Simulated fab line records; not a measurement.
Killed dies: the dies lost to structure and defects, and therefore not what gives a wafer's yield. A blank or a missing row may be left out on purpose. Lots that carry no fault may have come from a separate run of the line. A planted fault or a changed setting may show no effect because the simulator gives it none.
Which tool is to blame? | flow nandHarc | 12 lots, 36 wafers sampled, at 4 steps of a route of 1159

== WHAT THE GAUGES SHOWED, per wafer ==
NHARC_A_CONTACT_OVL_MEAS_70.
lot  | measured     | on         | overlayXNm (nm)
L074 | day 16 17:06 | overlay-02 | 0.6 0.2 0.1
L079 | day 17 02:10 | overlay-01 | 0.3 0.4 0.6
L078 | day 17 07:55 | overlay-02 | -0.3 -0.1 -0.1
L080 | day 18 09:32 | overlay-01 | -1.0 -0.4 -1.0
L084 | day 19 06:19 | overlay-01 | 0.2 -0.5 0.2
L086 | day 19 18:01 | overlay-01 | 0.6 0.6 0.0
L089 | day 20 06:52 | overlay-02 | -0.3 -0.3 0.2
L088 | day 20 09:08 | overlay-01 | 1.0 1.2 0.4
L091 | day 20 21:50 | overlay-02 | 0.5 0.1 0.5
L094 | day 21 09:11 | overlay-02 | -0.2 -0.2 0.2
L092 | day 21 23:19 | overlay-02 | 0.0 -0.8 -0.7
L097 | day 22 14:25 | overlay-02 | -1.3 -1.6 -1.5

== TOOL THAT RAN EACH LOT (tool first, then ch and the chambers of the sampled wafers, then the start) ==
lot  | NHARC_A_SGD_CUT_ETCH_59                      | NHARC_A_SLIT_DEP_00          | NHARC_A_WL_FILL_CVD_20
L074 | rieDiel-04 ch 0,1,3, day 14 12:22 or earlier | aclDep-03 ch 0, day 14 12:22 | cvdW-02 ch 0,1, day 16 17:06 or earlier
L079 | rieDiel-11 ch 0,2, day 14 20:10 or earlier   | aclDep-02 ch 0, day 14 20:10 | cvdW-02 ch 0,1, day 17 02:10 or earlier
L078 | rieDiel-04 ch 0,2, day 15 01:59 or earlier   | aclDep-01 ch 0, day 15 01:59 | cvdW-02 ch 0,1, day 17 07:55 or earlier
L080 | rieDiel-11 ch 0,2, day 16 05:59 or earlier   | aclDep-03 ch 0, day 16 05:59 | cvdW-02 ch 0,1, day 18 09:32 or earlier
L084 | rieDiel-10 ch 0,1,3, day 16 18:24 or earlier | aclDep-03 ch 0, day 16 18:24 | cvdW-02 ch 0,1, day 19 06:19 or earlier
L086 | rieDiel-04 ch 0,1, day 17 12:05 or earlier   | aclDep-01 ch 0, day 17 12:05 | cvdW-02 ch 0,1, day 19 18:01 or earlier
L089 | rieDiel-04 ch 0,1,3, day 17 14:32 or earlier | aclDep-03 ch 0, day 17 14:32 | cvdW-01 ch 0,1, day 20 06:52 or earlier
L088 | rieDiel-11 ch 0,1,3, day 18 01:33 or earlier | aclDep-01 ch 0, day 18 01:33 | cvdW-02 ch 0,1, day 20 09:08 or earlier
L091 | rieDiel-10 ch 1,2,3, day 18 14:33 or earlier | aclDep-01 ch 0, day 18 14:33 | cvdW-01 ch 0,1, day 20 21:50 or earlier
L094 | rieDiel-04 ch 1,3, day 19 01:05 or earlier   | aclDep-02 ch 0, day 19 01:05 | cvdW-02 ch 0,1, day 21 09:11 or earlier
L092 | rieDiel-11 ch 1,2,3, day 19 05:55 or earlier | aclDep-03 ch 0, day 19 05:55 | cvdW-02 ch 0,1, day 21 23:19 or earlier
L097 | rieDiel-11 ch 0,1,2, day 20 02:28 or earlier | aclDep-03 ch 0, day 20 02:28 | cvdW-02 ch 0,1, day 22 14:25 or earlier
- NHARC_A_SGD_CUT_ETCH_59: etches the open film in N2/H2, target depth 260 nm, time 406.25 s.
- NHARC_A_SLIT_DEP_00: deposits aC, target thk 3200 nm.
- NHARC_A_WL_FILL_CVD_20: deposits W, target thk 75 nm, time 5064 s.

== THE ANSWER, worked out from the rows above alone ==
Rule: usual is defined by the lots themselves. The widest of any qualifying gaps counts: lots, ordered by their means at a reading, are off when they make up no more than a third of the lots, leave a main group of 4 or more, and stand apart from it by 3 or more times the standard deviation of that group's means. Not used: any main group whose means are identical at the precision the tables above print for the reading. A lot without any number at a reading at which 4 lots or more have one is off too. Any other lot the step has rows for is counted as sound.
No lot is off on any of the readings shown, so nothing can be concluded from this.

== WHAT HAD BEEN PUT IN BY THE SIMULATOR ==
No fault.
